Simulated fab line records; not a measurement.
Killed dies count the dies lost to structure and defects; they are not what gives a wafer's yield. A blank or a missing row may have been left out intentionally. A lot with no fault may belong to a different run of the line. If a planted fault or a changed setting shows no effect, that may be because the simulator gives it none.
fab line records	flow nand-harc
[record] lots = 14	wafers = 42	last-day = 24
route steps=1159 shown A_ZERO_WELL@405 A_ONON_D1@443 A_CHANNEL_HOLE_D1@451
lots untouched by any fault: they come from a run of this same line in which no faults occurred
start-h: hours from the record's first day to the start of the lot's first wafer shown	wait-h: time in hours since the lot's previous step	" the same as in the row above	L1.1+2: several wafers, shown together as one row	- no value present, or no start provided	* or withheld: withheld	< > ~ a bound
route shown NAME@n: names a module that has steps shown in the file, with the first one's number in the route	usual: average and standard deviation across the fault-free wafers	same: alike in all rows	chamber/n: place in a boat	sites: per-site readings	_std_site: the values' standard deviation	_edge_site: inner sites' mean taken away from outer sites' mean	radius-mm: how far each site lies from the wafer's centre	mask NAME#n: copy n	behind: the most recent tool/chamber to have shaped the wafer	hold: reason for holding the lot/hours on hold/outcome of the hold	device: whichever transistor did not switch (one of n, p or np)	end of line: the route-end tests of the same wafers	where a step has no rows: the recipe by itself	killed: count of dies lost to structure and defects at first sort (not the wafer's yield)	map: a wafer's dies, x killed, . not, _ none there
set.NAME: the setting as run; set.NAME@STEP: as run at that earlier step	model.NAME: the simulator's own value behind a step, which no gauge read
one table for each step of the route and one row for each wafer, over a sample of lots
services: a tool's chamber out of use, with start hour (start-h, from the record's first day; less than 0 if before it), hours out, and reason
[[steps]]
[step NHARC_A_ZERO_WELL_ETCH_13]
[recipe] target-depth-a = 1200	time-s = 40.1	hbr-flow-sccm = 150	cl2-flow-sccm = 50	rf-w = 400	icp-w = 400	bias-w = 100	chemistry = HBr/Cl2
[usual] drypump-motor-current-A = 5.7/0.57	oes-product-au = 1.000/0.0097	rf-fwd-power-W = 394.9/1.7	throttle-valve-pct = 26.405/0.0088
lot.wafer	tool	chamber	start-h	wait-h	drypump-motor-current-A	oes-product-au	rf-fwd-power-W	rf-hours-counter-h	throttle-valve-pct
L803.2	rie-si-04	0	136.61	-	6.1	1.002	397.0	0.1	26.407
L803.4	"	1	"	"	5.4	1.014	393.9	0.1	26.399
L803.6	"	3	"	"	4.7	1.002	395.4	-	26.410
L805.4	rie-si-01	0	139.16	-	5.5	0.996	390.4	0.0	26.397
L805.6	"	2	"	"	6.7	1.016	392.2	-	26.393
L805.5	"	3	"	"	5.2	0.981	392.1	-	26.402
L804.2	rie-si-04	3	144.05	-	4.8	1.015	395.4	0.2	26.414
L804.1	"	2	"	"	5.8	1.010	394.4	0.2	26.410
L804.6	"	0	"	"	6.0	1.007	397.1	-	26.403
L807.2	rie-si-05	2	157.03	-	5.3	1.012	396.4	0.6	26.407
L807.4	"	0	"	"	6.4	1.013	396.3	0.7	26.418
L807.5	"	3	"	"	6.2	1.002	394.2	-	26.404
L806.1	rie-si-01	3	159.69	-	5.2	0.983	393.2	0.1	26.401
L806.3	"	0	"	"	5.5	0.991	392.6	0.1	26.411
L806.5	"	0	"	"	5.5	0.985	393.8	-	26.410
L810.1	rie-si-01	3	177.19	-	5.2	0.990	394.0	0.2	26.410
L810.3	"	2	"	"	6.6	1.000	395.1	0.3	26.403
L810.6	"	3	"	"	5.2	0.981	394.8	-	26.422
L811.4	rie-si-04	3	178.36	-	4.8	1.012	395.1	0.4	26.401
L811.1	"	0	"	"	6.0	1.004	397.6	0.4	26.409
L811.2	"	1	"	"	5.5	1.018	394.6	0.4	26.398
L812.3	rie-si-04	3	191.80	-	4.8	0.996	396.1	0.5	26.410
L812.1	"	0	"	"	6.0	1.000	397.4	0.5	26.407
L812.2	"	1	"	"	5.5	1.001	394.0	0.5	26.403
L814.2	rie-si-05	1	198.39	-	6.6	0.983	395.6	1.0	26.397
L814.1	"	2	"	"	5.4	0.999	395.5	1.0	26.404
L814.5	"	0	"	"	6.4	0.996	396.1	-	26.421
L815.3	rie-si-05	0	210.44	-	6.4	1.000	397.4	1.1	26.388
L815.4	"	3	"	"	6.2	1.006	393.1	1.1	26.408
L815.5	"	1	"	"	6.6	1.002	396.2	-	26.412
L816.1	rie-si-01	0	211.41	-	5.5	1.000	392.2	0.5	26.390
L816.2	"	2	"	"	6.6	0.996	395.8	0.4	26.406
L816.6	"	3	"	"	5.2	0.999	394.8	-	26.406
L819.1	rie-si-05	2	231.31	-	5.3	1.011	393.4	1.2	26.413
L819.5	"	1	"	"	6.6	0.992	395.8	-	26.419
L819.6	"	2	"	"	5.4	1.003	397.1	-	26.418
L824.1	rie-si-04	0	259.92	-	6.1	1.006	396.7	1.1	26.398
L824.4	"	1	"	"	5.5	1.008	395.1	1.0	26.398
L824.5	"	1	"	"	5.5	1.006	393.6	-	26.397
L826.1	rie-si-01	0	263.69	-	5.5	1.001	392.1	1.0	26.395
L826.2	"	1	"	"	5.3	0.986	395.9	0.9	26.401
L826.3	"	3	"	"	5.2	0.975	394.4	0.9	26.415
[step NHARC_A_ONON_D1_THK_MEAS_27]
[recipe] thk-meas-gauge = ellipsometry
[usual] thk-nm = 1001/9.4
lot.wafer	tool	chamber	start-h	wait-h	thk-nm
L805.4	film-metro-01	-	172.42	-	986
L805.5	"	-	"	"	985
L805.6	"	-	"	"	985
L803.2	film-metro-02	-	172.42	-	1008
L803.4	"	-	"	"	1009
L803.6	"	-	"	"	1008
L804.1	film-metro-02	-	178.21	-	1012
L804.2	"	-	"	"	1013
L804.6	"	-	"	"	1014
L807.2	film-metro-02	-	190.89	-	999
L807.4	"	-	"	"	999
L807.5	"	-	"	"	998
L806.1	film-metro-01	-	190.90	-	996
L806.3	"	-	"	"	995
L806.5	"	-	"	"	994
L810.1	film-metro-02	-	211.68	-	1008
L810.3	"	-	"	"	1007
L810.6	"	-	"	"	1010
L811.1	film-metro-01	-	211.68	-	1006
L811.2	"	-	"	"	1004
L811.4	"	-	"	"	1005
L812.1	film-metro-01	-	226.47	-	991
L812.2	"	-	"	"	992
L812.3	"	-	"	"	993
L814.1	film-metro-01	-	235.68	-	1002
L814.2	"	-	"	"	1003
L814.5	"	-	"	"	1003
L815.3	film-metro-02	-	243.65	-	1009
L815.4	"	-	"	"	1008
L815.5	"	-	"	"	1009
L816.1	film-metro-01	-	243.68	-	1013
L816.2	"	-	"	"	1015
L816.6	"	-	"	"	1011
L819.1	film-metro-01	-	263.76	-	985
L819.5	"	-	"	"	985
L819.6	"	-	"	"	984
L824.1	film-metro-01	-	293.47	-	993
L824.4	"	-	"	"	995
L824.5	"	-	"	"	993
L826.1	film-metro-01	-	296.95	-	1008
L826.2	"	-	"	"	1005
L826.3	"	-	"	"	1009
[step NHARC_A_ONON_D1_DEP_28]
[recipe] target-thk-a = 10000	n2-flow-sccm = 2750	n2o-flow-sccm = 2000	nh3-flow-sccm = 500	sih4-flow-sccm = 210	temp-c = 400
[usual] n2o-flow-sccm = 2000/6.5
lot.wafer	tool	chamber	start-h	wait-h	n2o-flow-sccm
L803.2	pecvd-onon-03	0	172.53	0.1	1989
L803.4	"	0	"	"	1999
L803.6	"	0	"	"	1999
L805.4	pecvd-onon-01	0	172.65	0.2	2012
L805.5	"	0	"	"	2008
L805.6	"	0	"	"	2009
L804.1	pecvd-onon-01	0	178.27	0.1	2004
L804.2	"	0	"	"	2004
L804.6	"	0	"	"	1998
L806.1	pecvd-onon-02	0	190.96	0.1	1990
L806.3	"	0	"	"	1981
L806.5	"	0	"	"	1988
L807.2	pecvd-onon-01	0	191.00	0.1	1995
L807.4	"	0	"	"	2002
L807.5	"	0	"	"	2004
L810.1	pecvd-onon-02	0	211.73	0.1	1999
L810.3	"	0	"	"	1994
L810.6	"	0	"	"	1995
L811.1	pecvd-onon-03	0	211.73	0.1	2002
L811.2	"	0	"	"	2005
L811.4	"	0	"	"	2000
L812.1	pecvd-onon-03	0	226.53	0.1	2008
L812.2	"	0	"	"	1994
L812.3	"	0	"	"	1997
L814.1	pecvd-onon-01	0	235.74	0.1	1997
L814.2	"	0	"	"	1993
L814.5	"	0	"	"	2001
L816.1	pecvd-onon-03	0	243.74	0.1	1995
L816.2	"	0	"	"	2001
L816.6	"	0	"	"	1982
L815.3	pecvd-onon-01	0	243.82	0.2	2010
L815.4	"	0	"	"	2006
L815.5	"	0	"	"	2009
L819.1	pecvd-onon-03	0	263.82	0.1	1997
L819.5	"	0	"	"	1994
L819.6	"	0	"	"	1999
L824.1	pecvd-onon-01	0	293.53	0.1	1998
L824.4	"	0	"	"	2001
L824.5	"	0	"	"	1996
L826.1	pecvd-onon-01	0	297.00	0.1	2011
L826.2	"	0	"	"	2011
L826.3	"	0	"	"	2005
[step NHARC_A_ONON_D1_THK_MEAS_30]
[recipe] thk-meas-gauge = ellipsometry
[usual] thk-nm = 995/10
lot.wafer	tool	chamber	start-h	wait-h	thk-nm
L803.2	film-metro-01	-	172.98	-	988
L803.4	"	-	"	"	986
L803.6	"	-	"	"	988
L805.4	film-metro-02	-	172.98	-	994
L805.5	"	-	"	"	994
L805.6	"	-	"	"	996
L804.1	film-metro-01	-	178.78	-	990
L804.2	"	-	"	"	990
L804.6	"	-	"	"	991
L807.2	film-metro-02	-	191.45	-	992
L807.4	"	-	"	"	991
L807.5	"	-	"	"	991
L806.1	film-metro-01	-	191.47	-	996
L806.3	"	-	"	"	997
L806.5	"	-	"	"	997
L810.1	film-metro-02	-	212.24	-	1003
L810.3	"	-	"	"	1002
L810.6	"	-	"	"	1003
L811.1	film-metro-01	-	212.25	-	1001
L811.2	"	-	"	"	1002
L811.4	"	-	"	"	1002
L812.1	film-metro-01	-	227.04	-	987
L812.2	"	-	"	"	987
L812.3	"	-	"	"	986
L814.1	film-metro-02	-	236.24	-	997
L814.2	"	-	"	"	998
L814.5	"	-	"	"	994
L815.3	film-metro-01	-	244.21	-	978
L815.4	"	-	"	"	977
L815.5	"	-	"	"	977
L816.1	film-metro-01	-	244.26	-	1048
L816.2	"	-	"	"	1049
L816.6	"	-	"	"	1047
L819.1	film-metro-02	-	264.33	-	1054
L819.5	"	-	"	"	1054
L819.6	"	-	"	"	1055
L824.1	film-metro-01	-	294.04	-	991
L824.4	"	-	"	"	990
L824.5	"	-	"	"	991
L826.1	film-metro-02	-	297.54	-	1011
L826.2	"	-	"	"	1012
L826.3	"	-	"	"	1011
[step NHARC_A_CHANNEL_HOLE_D1_DEP_01]
[recipe] target-thk-a = 1400	target-thk-nm = 140	temp-c = 400	pressure-torr = 3.5	flow-sccm = 200	rf-w = 350	material = SiON
[usual] heater-power-w = 730/59	rf-fwd-power-W = 348.4/1.2
lot.wafer	tool	chamber	start-h	wait-h	heater-power-w	rf-fwd-power-W
L803.2	pecvd-04	0	177.54	1.3	653	348.2
L803.6	"	0	"	"	677	347.3
L803.4	"	1	"	"	682	349.7
L805.6	pecvd-02	0	179.20	0.1	718	346.5
L805.4	"	1	"	"	773	348.5
L805.5	"	2	"	"	632	348.5
L804.1	pecvd-02	0	186.54	1.6	671	347.3
L804.2	"	2	"	"	640	349.4
L804.6	"	1	"	"	803	348.1
L807.2	pecvd-02	1	195.74	1.3	760	345.3
L807.4	"	1	"	"	782	346.1
L807.5	"	0	"	"	733	348.1
L806.3	pecvd-02	2	196.56	1.2	709	349.2
L806.1	"	0	"	"	728	347.7
L806.5	"	1	"	"	781	346.9
L810.1	pecvd-02	2	214.94	1.6	640	349.3
L810.3	"	0	"	"	743	348.4
L810.6	"	2	"	"	657	348.3
L811.2	pecvd-02	1	215.09	1.4	758	348.2
L811.1	"	2	"	"	696	347.8
L811.4	"	2	"	"	685	349.4
L812.2	pecvd-02	0	229.56	1.3	689	349.8
L812.3	"	1	"	"	764	347.3
L812.1	"	2	"	"	624	349.5
L814.2	pecvd-02	2	239.83	1.3	719	347.9
L814.1	"	0	"	"	722	349.3
L814.5	"	1	"	"	818	349.9
L815.3	pecvd-02	0	246.75	1.0	741	348.6
L815.4	"	0	"	"	758	348.6
L815.5	"	2	"	"	611	348.7
L824.1	pecvd-04	0	296.65	1.7	693	348.6
L824.5	"	1	"	"	759	349.0
L824.4	"	0	"	"	715	348.2
L826.3	pecvd-04	1	301.44	1.0	780	348.0
L826.1	"	2	"	"	662	347.8
L826.2	"	0	"	"	734	348.0
[[services]]
tool	chamber	start-h	hours	kind
rie-si-01	-	127.00	9.0	pm
pecvd-onon-03	-	153.11	13.0	pm
pecvd-02	-	153.24	13.0	pm
pecvd-02	0	153.24	13.0	vent-cycle
rie-si-04	-	162.20	6.6	repair
pecvd-02	-	170.52	0.4	repair
rie-si-01	2	170.74	2.5	repair
rie-si-05	1	171.44	3.4	repair
rie-si-04	2	193.73	1.8	repair
pecvd-04	-	195.00	13.0	pm
pecvd-onon-01	-	195.00	13.0	pm
pecvd-02	0	207.03	5.3	repair
rie-si-01	1	210.30	11.2	repair
pecvd-02	-	211.36	0.4	repair
pecvd-04	-	227.01	1.1	repair
pecvd-02	-	235.98	0.8	repair
rie-si-05	-	239.00	9.0	pm
pecvd-04	0	239.39	10.8	repair
pecvd-onon-03	-	246.56	2.9	repair
rie-si-05	0	253.67	13.8	repair
pecvd-02	1	274.46	5.7	repair
rie-si-04	-	276.00	9.0	pm
pecvd-onon-03	-	286.80	1.2	repair
pecvd-onon-02	-	292.00	13.0	pm
[[key]]
[first-sign] step = NHARC_A_ONON_D1_THK_MEAS_30	reading = thk-nm	direction = up	sigmas = 5.6	usual = 995	struck = 1051
effect none on later readings
met-at NHARC_A_ONON_D1_DEP_28
struck-lots L816,L819
later-rows-left-out L816.1,L816.2,L816.6,L819.1,L819.5,L819.6
sort-left-out L816.1,L816.2,L816.6,L819.1,L819.5,L819.6
tester-left-out L816,L819
not-acting-at NHARC_A_ZERO_WELL_ETCH_13,NHARC_A_ONON_D1_THK_MEAS_27,NHARC_A_CHANNEL_HOLE_D1_DEP_01
onset-between 226.53 243.74
[fault] kind = process-parameter-drift	tool = pecvd-onon-03	chamber = -	onset-h = 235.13	steps = NHARC_A_ONON_D1_DEP_28	channel = target-thk-a	offset = *	shape = step	end-h = 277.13	acts-in = *	stated = *
// tester-left-out: of these lots the tester's yield and bins aren't shown, on N5 and GAA mostly nor the transistor test; their killed dies are dies lost to structure and defects alone, not to doping, threshold or leakage, so they don't give the yield
// sort-left-out: the simulated sort isn't trusted on such a fault, so these wafers' sort isn't shown, and their yield isn't known
// later-rows-left-out: the simulator's readings of these wafers behind a module that went badly wrong aren't trusted and aren't shown, but for the sort
